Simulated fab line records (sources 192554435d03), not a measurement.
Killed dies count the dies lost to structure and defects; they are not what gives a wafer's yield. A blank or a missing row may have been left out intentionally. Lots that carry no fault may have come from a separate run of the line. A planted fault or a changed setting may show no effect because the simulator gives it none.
The tool behind it: which one? || flow n5_finfet || 23 lots with 69 wafers sampled at 4 steps, on a route of 1938 steps

== WHAT EACH GAUGE READ, for each wafer ==
N5_GATE_CUT_INSPECT_26: inspects for defects (darkfield). Usual: raw_defect_count 37, standard deviation 15.
{"lot": "L076", "measured": "day 5 07:41", "on": "defect_inspect-02", "raw_defect_count": "25 27 46", "flag": ""}
{"lot": "L075", "measured": "day 5 10:41", "on": "defect_inspect-01", "raw_defect_count": "39 26 24", "flag": ""}
{"lot": "L077", "measured": "day 5 17:37", "on": "defect_inspect-01", "raw_defect_count": "45 34 35", "flag": ""}
{"lot": "L078", "measured": "day 5 21:11", "on": "defect_inspect-01", "raw_defect_count": "59 51 24", "flag": ""}
{"lot": "L074", "measured": "day 5 23:34", "on": "defect_inspect-02", "raw_defect_count": "9 11 26", "flag": ""}
{"lot": "L079", "measured": "day 6 01:14", "on": "defect_inspect-01", "raw_defect_count": "32 58 39", "flag": ""}
{"lot": "L080", "measured": "day 6 05:06", "on": "defect_inspect-02", "raw_defect_count": "48 34 36", "flag": ""}
{"lot": "L081", "measured": "day 6 07:55", "on": "defect_inspect-01", "raw_defect_count": "39 18 43", "flag": ""}
{"lot": "L082", "measured": "day 6 16:31", "on": "defect_inspect-02", "raw_defect_count": "25 23 34", "flag": ""}
{"lot": "L083", "measured": "day 6 22:00", "on": "defect_inspect-02", "raw_defect_count": "52 29 58", "flag": ""}
{"lot": "L084", "measured": "day 7 00:20", "on": "defect_inspect-01", "raw_defect_count": "25 24 34", "flag": ""}
{"lot": "L085", "measured": "day 7 11:35", "on": "defect_inspect-02", "raw_defect_count": "33 31 50", "flag": ""}
{"lot": "L086", "measured": "day 8 00:40", "on": "defect_inspect-02", "raw_defect_count": "85 40 43", "flag": ""}
{"lot": "L087", "measured": "day 8 04:13", "on": "defect_inspect-02", "raw_defect_count": "24 50 36", "flag": ""}
{"lot": "L088", "measured": "day 8 07:19", "on": "defect_inspect-01", "raw_defect_count": "25 42 24", "flag": ""}
{"lot": "L089", "measured": "day 8 14:53", "on": "defect_inspect-02", "raw_defect_count": "33 26 21", "flag": ""}
{"lot": "L091", "measured": "day 9 02:04", "on": "defect_inspect-01", "raw_defect_count": "29 27 37", "flag": ""}
{"lot": "L092", "measured": "day 9 04:13", "on": "defect_inspect-02", "raw_defect_count": "36 46 41", "flag": ""}
{"lot": "L093", "measured": "day 9 08:05", "on": "defect_inspect-01", "raw_defect_count": "41 33 26", "flag": ""}
{"lot": "L094", "measured": "day 9 16:34", "on": "defect_inspect-01", "raw_defect_count": "30 48 40", "flag": ""}
{"lot": "L095", "measured": "day 9 23:37", "on": "defect_inspect-01", "raw_defect_count": "35 47 34", "flag": ""}
{"lot": "L096", "measured": "day 10 03:54", "on": "defect_inspect-02", "raw_defect_count": "41 29 45", "flag": ""}
{"lot": "L097", "measured": "day 10 12:29", "on": "defect_inspect-02", "raw_defect_count": "48 40 29", "flag": ""}

== WHAT TOOL EACH LOT RAN ON (gives the tool, then ch and the chambers of the sampled wafers, and finally the start) ==
{"lot": "L076", "N5_HKMG_FIN_ALD_91": "ald_metal-01 ch 0,2,3, day 4 19:54", "N5_HKMG_FIN_CMP_23": "cmp-02 ch 0,1, day 4 22:56", "N5_GATE_CUT_STRIP_59": "rie_diel-04 ch 0,2, day 5 00:04"}
{"lot": "L075", "N5_HKMG_FIN_ALD_91": "ald_metal-04 ch 1,2, day 4 22:46", "N5_HKMG_FIN_CMP_23": "cmp-02 ch 1,2,3, day 5 01:37", "N5_GATE_CUT_STRIP_59": "rie_diel-04 ch 0,3, day 5 02:36"}
{"lot": "L077", "N5_HKMG_FIN_ALD_91": "ald_metal-02 ch 1,3, day 5 06:54", "N5_HKMG_FIN_CMP_23": "cmp-01 ch 0,3, day 5 09:49", "N5_GATE_CUT_STRIP_59": "rie_diel-02 ch 0,2,3, day 5 10:58"}
{"lot": "L078", "N5_HKMG_FIN_ALD_91": "ald_metal-02 ch 1,2,3, day 5 10:03", "N5_HKMG_FIN_CMP_23": "cmp-02 ch 0,2,3, day 5 13:04", "N5_GATE_CUT_STRIP_59": "rie_diel-02 ch 0,1,3, day 5 14:03"}
{"lot": "L074", "N5_HKMG_FIN_ALD_91": "ald_metal-04 ch 0,1, day 5 12:47", "N5_HKMG_FIN_CMP_23": "cmp-01 ch 0,1, day 5 15:34", "N5_GATE_CUT_STRIP_59": "rie_diel-04 ch 1,3, day 5 16:56"}
{"lot": "L079", "N5_HKMG_FIN_ALD_91": "ald_metal-04 ch 1,2, day 5 13:42", "N5_HKMG_FIN_CMP_23": "cmp-03 ch 0,1,3, day 5 16:29", "N5_GATE_CUT_STRIP_59": "rie_diel-06 ch 2,3, day 5 17:33"}
{"lot": "L080", "N5_HKMG_FIN_ALD_91": "ald_metal-02 ch 1,2,3, day 5 17:40", "N5_HKMG_FIN_CMP_23": "cmp-02 ch 2,3, day 5 20:29", "N5_GATE_CUT_STRIP_59": "rie_diel-02 ch 0,3, day 5 21:37"}
{"lot": "L081", "N5_HKMG_FIN_ALD_91": "ald_metal-02 ch 0,2, day 5 20:49", "N5_HKMG_FIN_CMP_23": "cmp-03 ch 0,2,3, day 5 23:32", "N5_GATE_CUT_STRIP_59": "rie_diel-02 ch 0,1, day 6 00:41"}
{"lot": "L082", "N5_HKMG_FIN_ALD_91": "ald_metal-01 ch 0,1,2, day 6 05:05", "N5_HKMG_FIN_CMP_23": "cmp-02 ch 1,2,3, day 6 08:06", "N5_GATE_CUT_STRIP_59": "rie_diel-06 ch 0,1,3, day 6 09:14"}
{"lot": "L083", "N5_HKMG_FIN_ALD_91": "ald_metal-01 ch 0,1,2, day 6 11:00", "N5_HKMG_FIN_CMP_23": "cmp-03 ch 0,1,2, day 6 13:49", "N5_GATE_CUT_STRIP_59": "rie_diel-06 ch 0,2,3, day 6 14:57"}
{"lot": "L084", "N5_HKMG_FIN_ALD_91": "ald_metal-04 ch 0,1,3, day 6 13:45", "N5_HKMG_FIN_CMP_23": "cmp-01 ch 0,1,3, day 6 16:41", "N5_GATE_CUT_STRIP_59": "rie_diel-02 ch 0,3, day 6 17:40"}
{"lot": "L085", "N5_HKMG_FIN_ALD_91": "ald_metal-02 ch 0,1,2, day 7 00:58", "N5_HKMG_FIN_CMP_23": "cmp-02 ch 2,3, day 7 03:40", "N5_GATE_CUT_STRIP_59": "rie_diel-02 ch 0,1,3, day 7 04:50"}
{"lot": "L086", "N5_HKMG_FIN_ALD_91": "ald_metal-01 ch 1,2, day 7 13:35", "N5_HKMG_FIN_CMP_23": "cmp-01 ch 0,1,3, day 7 16:34", "N5_GATE_CUT_STRIP_59": "rie_diel-02 ch 1,3, day 7 17:38"}
{"lot": "L087", "N5_HKMG_FIN_ALD_91": "ald_metal-04 ch 0,1, day 7 16:55", "N5_HKMG_FIN_CMP_23": "cmp-01 ch 2,3, day 7 20:23", "N5_GATE_CUT_STRIP_59": "rie_diel-06 ch 0,3, day 7 21:31"}
{"lot": "L088", "N5_HKMG_FIN_ALD_91": "ald_metal-04 ch 0,1,3, day 7 19:13", "N5_HKMG_FIN_CMP_23": "cmp-01 ch 0,2,3, day 7 22:22", "N5_GATE_CUT_STRIP_59": "rie_diel-02 ch 0,1, day 7 23:29"}
{"lot": "L089", "N5_HKMG_FIN_ALD_91": "ald_metal-04 ch 0,2,3, day 8 03:10", "N5_HKMG_FIN_CMP_23": "cmp-02 ch 0,1,3, day 8 06:01", "N5_GATE_CUT_STRIP_59": "rie_diel-04 ch 0,1,3, day 8 07:26"}
{"lot": "L091", "N5_HKMG_FIN_ALD_91": "ald_metal-04 ch 0,1,2, day 8 12:20", "N5_HKMG_FIN_CMP_23": "cmp-02 ch 0,1,3, day 8 15:32", "N5_GATE_CUT_STRIP_59": "rie_diel-06 ch 0,3, day 8 16:42"}
{"lot": "L092", "N5_HKMG_FIN_ALD_91": "ald_metal-04 ch 0,2, day 8 16:40", "N5_HKMG_FIN_CMP_23": "cmp-03 ch 1,2, day 8 19:28", "N5_GATE_CUT_STRIP_59": "rie_diel-06 ch 0,3, day 8 20:37"}
{"lot": "L093", "N5_HKMG_FIN_ALD_91": "ald_metal-01 ch 0,2,3, day 8 21:34", "N5_HKMG_FIN_CMP_23": "cmp-03 ch 1,2,3, day 9 00:18", "N5_GATE_CUT_STRIP_59": "rie_diel-06 ch 0,2, day 9 01:26"}
{"lot": "L094", "N5_HKMG_FIN_ALD_91": "ald_metal-01 ch 1,2,3, day 9 05:25", "N5_HKMG_FIN_CMP_23": "cmp-02 ch 1,3, day 9 08:20", "N5_GATE_CUT_STRIP_59": "rie_diel-04 ch 1,3, day 9 09:23"}
{"lot": "L095", "N5_HKMG_FIN_ALD_91": "ald_metal-01 ch 0,2,3, day 9 12:31", "N5_HKMG_FIN_CMP_23": "cmp-01 ch 0,2,3, day 9 15:18", "N5_GATE_CUT_STRIP_59": "rie_diel-04 ch 0,1, day 9 16:26"}
{"lot": "L096", "N5_HKMG_FIN_ALD_91": "ald_metal-02 ch 0,1,3, day 9 16:53", "N5_HKMG_FIN_CMP_23": "cmp-01 ch 0,2,3, day 9 19:48", "N5_GATE_CUT_STRIP_59": "rie_diel-06 ch 0,1,3, day 9 21:08"}
{"lot": "L097", "N5_HKMG_FIN_ALD_91": "ald_metal-01 ch 1,3, day 10 01:53", "N5_HKMG_FIN_CMP_23": "cmp-01 ch 2,3, day 10 04:35", "N5_GATE_CUT_STRIP_59": "rie_diel-06 ch 0,3, day 10 05:43"}
- N5_HKMG_FIN_ALD_91: deposits TiN, target thk 1 nm, pulse time 1 s, purge time 3 s.
- N5_HKMG_FIN_CMP_23: polishes, stops on SiNx, t overpolish 10 s, target thk 46.326 nm.
- N5_GATE_CUT_STRIP_59: strips in N2/H2, time 20 s.

== WHAT THE TOOLS THEMSELVES READ (means of the sampled wafers that have a number; where no wafer has one, the mark that the record gives instead) ==
N5_HKMG_FIN_ALD_91. Usual: heater_power_w 883 W, standard deviation 100; precursor_pulse_height_rel 1.000, standard deviation 0.019.
{"lot": "L076", "tool": "ald_metal-01", "heater_power_w (W)": 861, "precursor_pulse_height_rel": 0.997, "flag": ""}
{"lot": "L075", "tool": "ald_metal-04", "heater_power_w (W)": 1033, "precursor_pulse_height_rel": 1.002, "flag": ""}
{"lot": "L077", "tool": "ald_metal-02", "heater_power_w (W)": 841, "precursor_pulse_height_rel": 0.996, "flag": ""}
{"lot": "L078", "tool": "ald_metal-02", "heater_power_w (W)": 869, "precursor_pulse_height_rel": 0.989, "flag": ""}
{"lot": "L074", "tool": "ald_metal-04", "heater_power_w (W)": 942, "precursor_pulse_height_rel": 0.991, "flag": ""}
{"lot": "L079", "tool": "ald_metal-04", "heater_power_w (W)": 1042, "precursor_pulse_height_rel": 0.991, "flag": ""}
{"lot": "L080", "tool": "ald_metal-02", "heater_power_w (W)": 878, "precursor_pulse_height_rel": 0.999, "flag": ""}
{"lot": "L081", "tool": "ald_metal-02", "heater_power_w (W)": 923, "precursor_pulse_height_rel": 0.990, "flag": ""}
{"lot": "L082", "tool": "ald_metal-01", "heater_power_w (W)": 844, "precursor_pulse_height_rel": 1.014, "flag": ""}
{"lot": "L083", "tool": "ald_metal-01", "heater_power_w (W)": 840, "precursor_pulse_height_rel": 0.998, "flag": ""}
{"lot": "L084", "tool": "ald_metal-04", "heater_power_w (W)": 842, "precursor_pulse_height_rel": 1.004, "flag": ""}
{"lot": "L085", "tool": "ald_metal-02", "heater_power_w (W)": 895, "precursor_pulse_height_rel": 0.988, "flag": ""}
{"lot": "L086", "tool": "ald_metal-01", "heater_power_w (W)": 887, "precursor_pulse_height_rel": 0.999, "flag": ""}
{"lot": "L087", "tool": "ald_metal-04", "heater_power_w (W)": 842, "precursor_pulse_height_rel": 0.984, "flag": ""}
{"lot": "L088", "tool": "ald_metal-04", "heater_power_w (W)": 839, "precursor_pulse_height_rel": 0.992, "flag": ""}
{"lot": "L089", "tool": "ald_metal-04", "heater_power_w (W)": 841, "precursor_pulse_height_rel": 0.994, "flag": ""}
{"lot": "L091", "tool": "ald_metal-04", "heater_power_w (W)": 948, "precursor_pulse_height_rel": 0.989, "flag": ""}
{"lot": "L092", "tool": "ald_metal-04", "heater_power_w (W)": 935, "precursor_pulse_height_rel": 0.998, "flag": ""}
{"lot": "L093", "tool": "ald_metal-01", "heater_power_w (W)": 857, "precursor_pulse_height_rel": 0.992, "flag": ""}
{"lot": "L094", "tool": "ald_metal-01", "heater_power_w (W)": 921, "precursor_pulse_height_rel": 0.996, "flag": ""}
{"lot": "L095", "tool": "ald_metal-01", "heater_power_w (W)": 852, "precursor_pulse_height_rel": 0.997, "flag": ""}
{"lot": "L096", "tool": "ald_metal-02", "heater_power_w (W)": 882, "precursor_pulse_height_rel": 0.994, "flag": ""}
{"lot": "L097", "tool": "ald_metal-01", "heater_power_w (W)": 945, "precursor_pulse_height_rel": 0.997, "flag": ""}

N5_HKMG_FIN_CMP_23. Usual: head_pressure_psi 4.000 psi, standard deviation 0.0092; motor_current_A 12.0 A, standard deviation 0.9; overpolish_run_s 10.001 s, standard deviation 0.0094; time_to_endpoint_s 10.7 s, standard deviation 2.4.
{"lot": "L076", "tool": "cmp-02", "head_pressure_psi (psi)": 4.009, "motor_current_A (A)": 12.6, "overpolish_run_s (s)": 10.004, "time_to_endpoint_s (s)": 9.5, "flag": ""}
{"lot": "L075", "tool": "cmp-02", "head_pressure_psi (psi)": 3.999, "motor_current_A (A)": 11.8, "overpolish_run_s (s)": 10.009, "time_to_endpoint_s (s)": 10.5, "flag": ""}
{"lot": "L077", "tool": "cmp-01", "head_pressure_psi (psi)": 4.009, "motor_current_A (A)": 12.9, "overpolish_run_s (s)": 10.010, "time_to_endpoint_s (s)": 12.3, "flag": ""}
{"lot": "L078", "tool": "cmp-02", "head_pressure_psi (psi)": 4.001, "motor_current_A (A)": 11.9, "overpolish_run_s (s)": 10.001, "time_to_endpoint_s (s)": 11.4, "flag": ""}
{"lot": "L074", "tool": "cmp-01", "head_pressure_psi (psi)": 3.993, "motor_current_A (A)": 12.4, "overpolish_run_s (s)": 10.003, "time_to_endpoint_s (s)": 10.6, "flag": ""}
{"lot": "L079", "tool": "cmp-03", "head_pressure_psi (psi)": 4.000, "motor_current_A (A)": 11.2, "overpolish_run_s (s)": 10.001, "time_to_endpoint_s (s)": 9.3, "flag": ""}
{"lot": "L080", "tool": "cmp-02", "head_pressure_psi (psi)": 3.996, "motor_current_A (A)": 11.6, "overpolish_run_s (s)": 10.010, "time_to_endpoint_s (s)": 13.1, "flag": ""}
{"lot": "L081", "tool": "cmp-03", "head_pressure_psi (psi)": 3.987, "motor_current_A (A)": 11.5, "overpolish_run_s (s)": 9.999, "time_to_endpoint_s (s)": 10.3, "flag": ""}
{"lot": "L082", "tool": "cmp-02", "head_pressure_psi (psi)": 3.997, "motor_current_A (A)": 11.4, "overpolish_run_s (s)": 9.990, "time_to_endpoint_s (s)": 9.6, "flag": ""}
{"lot": "L083", "tool": "cmp-03", "head_pressure_psi (psi)": 3.999, "motor_current_A (A)": 12.0, "overpolish_run_s (s)": 9.999, "time_to_endpoint_s (s)": 15.0, "flag": ""}
{"lot": "L084", "tool": "cmp-01", "head_pressure_psi (psi)": 4.002, "motor_current_A (A)": 12.5, "overpolish_run_s (s)": 10.000, "time_to_endpoint_s (s)": 10.3, "flag": ""}
{"lot": "L085", "tool": "cmp-02", "head_pressure_psi (psi)": 3.999, "motor_current_A (A)": 11.9, "overpolish_run_s (s)": 9.999, "time_to_endpoint_s (s)": 9.0, "flag": ""}
{"lot": "L086", "tool": "cmp-01", "head_pressure_psi (psi)": 3.999, "motor_current_A (A)": 12.8, "overpolish_run_s (s)": 10.009, "time_to_endpoint_s (s)": 11.2, "flag": ""}
{"lot": "L087", "tool": "cmp-01", "head_pressure_psi (psi)": 3.990, "motor_current_A (A)": 11.8, "overpolish_run_s (s)": 10.007, "time_to_endpoint_s (s)": 12.7, "flag": ""}
{"lot": "L088", "tool": "cmp-01", "head_pressure_psi (psi)": 3.995, "motor_current_A (A)": 12.5, "overpolish_run_s (s)": 9.993, "time_to_endpoint_s (s)": 10.7, "flag": ""}
{"lot": "L089", "tool": "cmp-02", "head_pressure_psi (psi)": 3.995, "motor_current_A (A)": 12.2, "overpolish_run_s (s)": 10.005, "time_to_endpoint_s (s)": 8.5, "flag": ""}
{"lot": "L091", "tool": "cmp-02", "head_pressure_psi (psi)": 3.992, "motor_current_A (A)": 12.1, "overpolish_run_s (s)": 9.992, "time_to_endpoint_s (s)": 8.3, "flag": ""}
{"lot": "L092", "tool": "cmp-03", "head_pressure_psi (psi)": 4.000, "motor_current_A (A)": 12.3, "overpolish_run_s (s)": 10.002, "time_to_endpoint_s (s)": 11.1, "flag": ""}
{"lot": "L093", "tool": "cmp-03", "head_pressure_psi (psi)": 4.001, "motor_current_A (A)": 12.0, "overpolish_run_s (s)": 10.000, "time_to_endpoint_s (s)": 10.5, "flag": ""}
{"lot": "L094", "tool": "cmp-02", "head_pressure_psi (psi)": 4.000, "motor_current_A (A)": 11.3, "overpolish_run_s (s)": 9.988, "time_to_endpoint_s (s)": 11.7, "flag": ""}
{"lot": "L095", "tool": "cmp-01", "head_pressure_psi (psi)": 4.007, "motor_current_A (A)": 12.2, "overpolish_run_s (s)": 10.001, "time_to_endpoint_s (s)": 9.3, "flag": ""}
{"lot": "L096", "tool": "cmp-01", "head_pressure_psi (psi)": 4.007, "motor_current_A (A)": 11.9, "overpolish_run_s (s)": 10.000, "time_to_endpoint_s (s)": 11.1, "flag": ""}
{"lot": "L097", "tool": "cmp-01", "head_pressure_psi (psi)": 4.006, "motor_current_A (A)": 12.8, "overpolish_run_s (s)": 9.995, "time_to_endpoint_s (s)": 10.2, "flag": ""}

N5_GATE_CUT_STRIP_59. Usual: drypump_motor_current_A 5.9 A, standard deviation 0.33; oes_product_au 0.80 a.u., standard deviation 0.099; rf_vpp_V 45.2 V, standard deviation 0.85; showerhead_plenum_p_Torr 3.37 Torr, standard deviation 0.12; throttle_valve_pct 12.2 %, standard deviation 0.3.
{"lot": "L076", "tool": "rie_diel-04", "drypump_motor_current_A (A)": 5.7, "oes_product_au (a.u.)": 0.74, "rf_vpp_V (V)": 45.3, "showerhead_plenum_p_Torr (Torr)": 3.43, "throttle_valve_pct (%)": 12.4, "flag": ""}
{"lot": "L075", "tool": "rie_diel-04", "drypump_motor_current_A (A)": 5.8, "oes_product_au (a.u.)": 0.84, "rf_vpp_V (V)": 44.9, "showerhead_plenum_p_Torr (Torr)": 3.38, "throttle_valve_pct (%)": 12.1, "flag": ""}
{"lot": "L077", "tool": "rie_diel-02", "drypump_motor_current_A (A)": 5.9, "oes_product_au (a.u.)": 0.89, "rf_vpp_V (V)": 44.5, "showerhead_plenum_p_Torr (Torr)": 3.37, "throttle_valve_pct (%)": 12.1, "flag": ""}
{"lot": "L078", "tool": "rie_diel-02", "drypump_motor_current_A (A)": 6.1, "oes_product_au (a.u.)": 0.82, "rf_vpp_V (V)": 45.9, "showerhead_plenum_p_Torr (Torr)": 3.35, "throttle_valve_pct (%)": 12.3, "flag": ""}
{"lot": "L074", "tool": "rie_diel-04", "drypump_motor_current_A (A)": 5.7, "oes_product_au (a.u.)": 0.75, "rf_vpp_V (V)": 44.9, "showerhead_plenum_p_Torr (Torr)": 3.39, "throttle_valve_pct (%)": 12.3, "flag": ""}
{"lot": "L079", "tool": "rie_diel-06", "drypump_motor_current_A (A)": 5.9, "oes_product_au (a.u.)": 0.80, "rf_vpp_V (V)": 46.2, "showerhead_plenum_p_Torr (Torr)": 3.46, "throttle_valve_pct (%)": 12.1, "flag": ""}
{"lot": "L080", "tool": "rie_diel-02", "drypump_motor_current_A (A)": 6.4, "oes_product_au (a.u.)": 0.79, "rf_vpp_V (V)": 44.7, "showerhead_plenum_p_Torr (Torr)": 3.29, "throttle_valve_pct (%)": 12.3, "flag": ""}
{"lot": "L081", "tool": "rie_diel-02", "drypump_motor_current_A (A)": 6.1, "oes_product_au (a.u.)": 0.75, "rf_vpp_V (V)": 45.2, "showerhead_plenum_p_Torr (Torr)": 3.33, "throttle_valve_pct (%)": 12.4, "flag": ""}
{"lot": "L082", "tool": "rie_diel-06", "drypump_motor_current_A (A)": 5.9, "oes_product_au (a.u.)": 0.83, "rf_vpp_V (V)": 45.0, "showerhead_plenum_p_Torr (Torr)": 3.31, "throttle_valve_pct (%)": 12.2, "flag": ""}
{"lot": "L083", "tool": "rie_diel-06", "drypump_motor_current_A (A)": 5.9, "oes_product_au (a.u.)": 0.85, "rf_vpp_V (V)": 45.7, "showerhead_plenum_p_Torr (Torr)": 3.42, "throttle_valve_pct (%)": 12.0, "flag": ""}
{"lot": "L084", "tool": "rie_diel-02", "drypump_motor_current_A (A)": 6.1, "oes_product_au (a.u.)": 0.85, "rf_vpp_V (V)": 45.6, "showerhead_plenum_p_Torr (Torr)": 3.37, "throttle_valve_pct (%)": 12.1, "flag": ""}
{"lot": "L085", "tool": "rie_diel-02", "drypump_motor_current_A (A)": 6.1, "oes_product_au (a.u.)": 0.80, "rf_vpp_V (V)": 45.5, "showerhead_plenum_p_Torr (Torr)": 3.34, "throttle_valve_pct (%)": 12.3, "flag": ""}
{"lot": "L086", "tool": "rie_diel-02", "drypump_motor_current_A (A)": 5.9, "oes_product_au (a.u.)": 0.87, "rf_vpp_V (V)": 45.7, "showerhead_plenum_p_Torr (Torr)": 3.43, "throttle_valve_pct (%)": 12.2, "flag": ""}
{"lot": "L087", "tool": "rie_diel-06", "drypump_motor_current_A (A)": 5.8, "oes_product_au (a.u.)": 0.86, "rf_vpp_V (V)": 45.4, "showerhead_plenum_p_Torr (Torr)": 3.35, "throttle_valve_pct (%)": 12.2, "flag": ""}
{"lot": "L088", "tool": "rie_diel-02", "drypump_motor_current_A (A)": 6.1, "oes_product_au (a.u.)": 0.74, "rf_vpp_V (V)": 45.2, "showerhead_plenum_p_Torr (Torr)": 3.32, "throttle_valve_pct (%)": 12.5, "flag": ""}
{"lot": "L089", "tool": "rie_diel-04", "drypump_motor_current_A (A)": 5.8, "oes_product_au (a.u.)": 0.73, "rf_vpp_V (V)": 44.9, "showerhead_plenum_p_Torr (Torr)": 3.33, "throttle_valve_pct (%)": 12.4, "flag": ""}
{"lot": "L091", "tool": "rie_diel-06", "drypump_motor_current_A (A)": 5.9, "oes_product_au (a.u.)": 0.88, "rf_vpp_V (V)": 43.8, "showerhead_plenum_p_Torr (Torr)": 3.39, "throttle_valve_pct (%)": 12.0, "flag": ""}
{"lot": "L092", "tool": "rie_diel-06", "drypump_motor_current_A (A)": 5.9, "oes_product_au (a.u.)": 0.86, "rf_vpp_V (V)": 44.6, "showerhead_plenum_p_Torr (Torr)": 3.34, "throttle_valve_pct (%)": 12.2, "flag": ""}
{"lot": "L093", "tool": "rie_diel-06", "drypump_motor_current_A (A)": 5.9, "oes_product_au (a.u.)": 0.80, "rf_vpp_V (V)": 45.2, "showerhead_plenum_p_Torr (Torr)": 3.49, "throttle_valve_pct (%)": 11.9, "flag": ""}
{"lot": "L094", "tool": "rie_diel-04", "drypump_motor_current_A (A)": 5.7, "oes_product_au (a.u.)": 0.72, "rf_vpp_V (V)": 45.6, "showerhead_plenum_p_Torr (Torr)": 3.37, "throttle_valve_pct (%)": 12.4, "flag": ""}
{"lot": "L095", "tool": "rie_diel-04", "drypump_motor_current_A (A)": 6.1, "oes_product_au (a.u.)": 0.67, "rf_vpp_V (V)": 44.1, "showerhead_plenum_p_Torr (Torr)": 3.24, "throttle_valve_pct (%)": 12.7, "flag": ""}
{"lot": "L096", "tool": "rie_diel-06", "drypump_motor_current_A (A)": 5.9, "oes_product_au (a.u.)": 0.90, "rf_vpp_V (V)": 44.7, "showerhead_plenum_p_Torr (Torr)": 3.43, "throttle_valve_pct (%)": 12.0, "flag": ""}
{"lot": "L097", "tool": "rie_diel-06", "drypump_motor_current_A (A)": 5.9, "oes_product_au (a.u.)": 0.85, "rf_vpp_V (V)": 45.8, "showerhead_plenum_p_Torr (Torr)": 3.38, "throttle_valve_pct (%)": 12.0, "flag": ""}

== THE ANSWER, worked out from the rows above alone ==
Rule: take the mean of a lot's wafers that have a number; if it is more than 3 standard deviations from the usual mean, the lot is off. A lot without any number at a reading at which 4 lots or more have one is off too. The other lots that the step has rows for count as sound. After the gauges, taken in route order, come the tools' own readings; for these a lot's mean is taken, as printed above. The first step at which some lot is off is used, and at that step the reading that is off furthest; a lot without a number counts as furthest.
Nothing can be told from this: no lot is off at any reading shown.

== WHAT THE SIMULATOR HAD PUT IN ==
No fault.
